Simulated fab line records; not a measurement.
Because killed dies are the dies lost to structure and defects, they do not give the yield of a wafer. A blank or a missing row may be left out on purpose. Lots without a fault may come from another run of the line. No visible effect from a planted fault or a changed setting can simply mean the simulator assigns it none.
Split-lot experiment + flow n5_finfet + 21 wafers read from 7 lots, route of 1938 steps

== THE SPLIT ITSELF ==
At N5_BEOL_M10_PEB_26 (peb time 60 s), the setting peb_time_s was moved away from the recipe's 60 s on 8 of the 21 wafers read, by -20.2% to +18.2%. This setting was run at the recipe's value on the other wafers.

== FROM THE SPLIT TO THE READING: what the file shows between them, 1 step ==
- N5_BEOL_M10_DEVELOP_27: develop time 30 s

== THE READING ==
Shown in nm: cd_nm at N5_BEOL_M10_CD_MEAS_28, with target cd 70 nm. Typical for fault-free wafers on this fab line: 70.0 nm, with standard deviation 0.89 nm.

| wafer  | tool, chamber at the split | peb_time_s as run, s | against the recipe | cd_nm, nm | against lot-mates on the recipe |
|--------|----------------------------|----------------------|--------------------|-----------|---------------------------------|
| L077.2 | litho_track-05, 0          | 60                   | recipe             | 71.0      | -                               |
| L077.4 | litho_track-05, 0          | 60                   | recipe             | 72.0      | -                               |
| L077.5 | litho_track-05, 0          | 60                   | recipe             | 70.1      | -                               |
| L079.2 | litho_track-05, 0          | 60                   | recipe             | 70.8      | -                               |
| L079.3 | litho_track-05, 0          | 60                   | recipe             | 71.1      | -                               |
| L079.6 | litho_track-05, 0          | 51.11                | -14.8%             | 62.6      | -8.3                            |
| L078.1 | litho_track-05, 0          | 70.94                | +18.2%             | 77.0      | +7.5                            |
| L078.2 | litho_track-05, 0          | 60                   | recipe             | 69.5      | -                               |
| L078.3 | litho_track-05, 0          | 70.94                | +18.2%             | 76.8      | +7.3                            |
| L081.3 | litho_track-05, 0          | 60                   | recipe             | 69.0      | -                               |
| L081.5 | litho_track-05, 0          | 47.85                | -20.2%             | 60.0      | -9.0                            |
| L081.6 | litho_track-05, 0          | 47.85                | -20.2%             | 58.5      | -10.5                           |
| L093.1 | litho_track-03, 0          | 60                   | recipe             | 69.8      | -                               |
| L093.3 | litho_track-03, 0          | 60                   | recipe             | 69.6      | -                               |
| L093.5 | litho_track-03, 0          | 60                   | recipe             | 70.2      | -                               |
| L096.1 | litho_track-05, 0          | 48.19                | -19.7%             | 58.9      | no lot-mate on the recipe       |
| L096.2 | litho_track-05, 0          | 48.19                | -19.7%             | 58.1      | no lot-mate on the recipe       |
| L096.5 | litho_track-05, 0          | 48.19                | -19.7%             | 58.6      | no lot-mate on the recipe       |
| L095.1 | litho_track-05, 0          | 60                   | recipe             | 70.7      | -                               |
| L095.2 | litho_track-05, 0          | 60                   | recipe             | 69.9      | -                               |
| L095.5 | litho_track-05, 0          | 60                   | recipe             | 70.4      | -                               |

FIT RESULTS
A straight line over all 21 wafers: cd_nm changes by +0.506 nm for each +1% of peb_time_s; r = +0.98; the points scatter about the line by 1.2 nm.
The same after taking each lot's own level away (the mean of its wafers on the recipe; 18 wafers): +0.46 nm for each +1%; r = +0.99; scatter 0.67 nm.
The reading moves by 9.3 nm for the largest change in peb_time_s, on that fit.
From 69.00 to 71.03 nm: that is the span of the lots' own levels, equal to 2.3 times the standard deviation above.
Thus the slope moves with the lot-to-lot level: the two fits are different.
Check: with one of the wafers moved furthest among these (-20.2%) left out of the fit, the line predicts -9.77 nm for it against its lot-mates. It came out at -9 nm against them.

== OTHER SPLITS APPLIED TO THESE WAFERS ==
Other splits were also applied to these wafers ahead of the reading. Each is held against what the fit with the lots' levels taken away leaves over:
| other split on the same wafers | wafers away from the commonest value | r with cd_nm (lot level and that fit taken away) |
|--------------------------------|--------------------------------------|--------------------------------------------------|
| N5_BEOL_M8_PECVD_70 temp_c     | 7                                    | +0.15                                            |
| N5_BEOL_M9_ILD_DEP_00 time_s   | 7                                    | -0.19                                            |
| N5_BEOL_M9_ETCH_62 source_w    | 7                                    | +0.55                                            |

== FILE'S OWN FIT ==
cd_nm changes by +0.473 nm for each +1% of peb_time_s, r = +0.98.
